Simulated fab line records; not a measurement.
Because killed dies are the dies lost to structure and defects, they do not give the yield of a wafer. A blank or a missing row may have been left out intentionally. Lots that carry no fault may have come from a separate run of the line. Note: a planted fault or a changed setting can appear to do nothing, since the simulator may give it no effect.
One fault seen from 3 desks -- flow n5_finfet -- what lay behind the numbers comes last; until then each desk has only its own

## THE DEFECT DESK
Inspection counts along the route, by lot: the mean over sampled wafers that carry a number. The brackets show how far a lot's mean lies from the usual mean; more than 4 standard deviations puts the lot out of limits, marked OUT.
Columns: A = raw_defect_count at N5_START_INSPECT_01, usual 5.6; B = raw_defect_count at N5_PMOS_HMC_CHANNEL_EPI_INSPECT_11, usual 2.0
lot,first seen here,A,B
L710,day 1 18:02,4.7,1.7
L711,day 2 00:02,5.7,2.0
L712,day 2 06:02,4.3,1.7
L713,day 2 12:02,5.3,3.0
L714,day 2 18:02,3.7,1.3
L722,day 4 18:02,5.3,2.0
L723,day 5 00:02,2.7,2.7
L725,day 5 12:02,5.3,2.0
L728,day 6 06:02,4.7,2.0
L731,day 7 00:02,6.0,4.0
This desk found nothing out of limits on any of the 10 lots.

## METROLOGY DESK
Lot by lot, what the gauges showed, no matter which tool ran the lot: averages of those sampled wafers that carry a number. The brackets show how far a lot's mean lies from the usual mean; more than 4 standard deviations puts the lot out of limits, marked OUT. It has 11 readings, of which 7 appear: the earliest out of limits, and the ones furthest out on some lot.
Columns: A = PWELL_OVL at N5_WELL_APT_OVL_MEAS_26, usual 0 nm; B = IOFF_P at N5_BEOL_M4_RC_MEAS_101, usual 0.21 nA/um; C = ION_N at N5_BEOL_M4_RC_MEAS_101, usual 680 uA/um; D = ION_P at N5_BEOL_M4_RC_MEAS_101, usual 465 uA/um; E = SS_N at N5_BEOL_M4_RC_MEAS_101, usual 71.5 mV/dec; F = VT_N at N5_BEOL_M4_RC_MEAS_101, usual 249 mV; G = VT_P at N5_BEOL_M4_RC_MEAS_101, usual -250 mV
lot,first seen here,A,B,C,D,E,F,G
L710,day 1 20:58,0,0.20,675,463,71.6,250,-249
L711,day 2 02:52,9,0.25,688,472,71.5,248,-249
L712,day 2 09:11,0,0.21,693,466,71.5,247,-248
L713,day 2 14:53,1,0.19,673,456,71.7,250,-254
L714,day 2 21:07,6,0.20,674,459,71.5,251,-252
L722,day 4 21:50,58 (+9.4) OUT,0.25,689,473,71.7,246,-246
L723,day 5 02:47,53 (+8.5) OUT,0.19,672,458,70.8,254,-255
L725,day 5 15:11,6,0.19,680,468,70.7,252,-252
L728,day 6 08:43,-6,0.23,685,469,71.6,248,-248
L731,day 7 03:25,-1,0.21,674,471,71.3,252,-250
This desk's finding: out of limits on L722, L723; first on L722, day 4 21:50 (PWELL_OVL at N5_WELL_APT_OVL_MEAS_26). In limits: L710, L711, L712, L713, L714, L725, L728, L731.

## AT THE TOOL OWNER'S DESK: krf_scanner-02
The tool's own readings at N5_WELL_APT_EXPOSE_22 (exposes mask PWELL, defocus 0 nm, target cd 200 nm): means of the sampled wafers that have a number, for each lot that ran on this tool. The brackets show how far a lot's mean lies from the usual mean; more than 4 standard deviations puts the lot out of limits, marked OUT.
Columns: A = focus_offset_nm at N5_WELL_APT_EXPOSE_22, usual 0.1 nm; B = stage_vel_mm_s at N5_WELL_APT_EXPOSE_22, usual 499.99 mm/s
lot,first seen here,A,B
L710,day 1 20:46,0.0,500.28
L711,day 2 02:40,0.1,499.77
L712,day 2 09:00,0.6,500.11
L713,day 2 14:41,0.1,500.29
L714,day 2 20:55,0.3,499.75
L722,day 4 21:38,0.5,500.18
L723,day 5 02:36,-0.2,500.24
This desk found nothing out of limits on any of the 7 lots.

## BROUGHT TOGETHER
On L722, L723, the metrology desk was in a position to raise an alarm at day 4 21:50.
Nothing the defect desk looked at was out of limits.
The tool owner's desk saw nothing out of limits.
The defect desk has L722, L723 on record, within its limits.
Tool owner's desk: L722, L723 on record, inside its limits.
All the named lots went through N5_WELL_APT_EXPOSE_22 on krf_scanner-02.

## WHAT THE SIMULATOR PUT IN
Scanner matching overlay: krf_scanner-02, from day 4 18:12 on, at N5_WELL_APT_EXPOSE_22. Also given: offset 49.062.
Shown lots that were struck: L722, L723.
Time in hours between the start of the fault and the first out-of-limits reading at each desk: metrology desk, 4.
